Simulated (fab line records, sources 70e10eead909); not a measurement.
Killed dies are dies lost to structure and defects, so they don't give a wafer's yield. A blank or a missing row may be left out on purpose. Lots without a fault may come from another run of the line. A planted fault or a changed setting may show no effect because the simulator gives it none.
Chamber matching | flow nand_harc | NHARC_A_STAIRCASE_DEP_301 on pecvd-03: 3 sister chambers
The step deposits SiON, target thk 30 nm. 3 wafers are shown with their chamber, then 9 later ones without.

WAFERS WITH THEIR CHAMBER
wafer  | chamber | heater_power_w (W)
L091.1 | 1       | 779
L091.2 | 0       | 671
L091.3 | 2       | 916

WAFERS WITHOUT THEIR CHAMBER
wafer  | heater_power_w (W)
L090.3 | 758
L090.4 | 766
L090.6 | 892
L095.2 | 705
L095.5 | 720
L095.6 | 951
L097.1 | 715
L097.2 | 809
L097.4 | 818

WHICH CHAMBER EACH WENT THROUGH
wafer  | from the rows above     | in truth
L090.3 | can't be placed: 1 or 0 | 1
L090.4 | 1                       | 1
L090.6 | 2                       | 2
L095.2 | can't be placed: 0 or 1 | 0
L095.5 | can't be placed: 0 or 1 | 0
L095.6 | 2                       | 2
L097.1 | can't be placed: 0 or 1 | 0
L097.2 | 1                       | 1
L097.4 | can't be placed: 1 or 2 | 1
Placed correctly: 4 of 9. Can't be placed from these rows: 5 (the true chamber is among the candidates in 5). Placed wrongly: 0.
How it was worked out, from the rows above alone: a wafer's distance from a chamber is the root of the sum, over the readings, of the square of ((its reading less the chamber's mean) divided by the reading's scatter). The wafer belongs to the nearest chamber; if the next one is less than 2 further off, it can't be placed. A chamber's mean is the mean of its shown wafers. The scatter: with one shown wafer a chamber, the root of the mean of the squares of how far each hidden wafer lies from its nearest shown one.
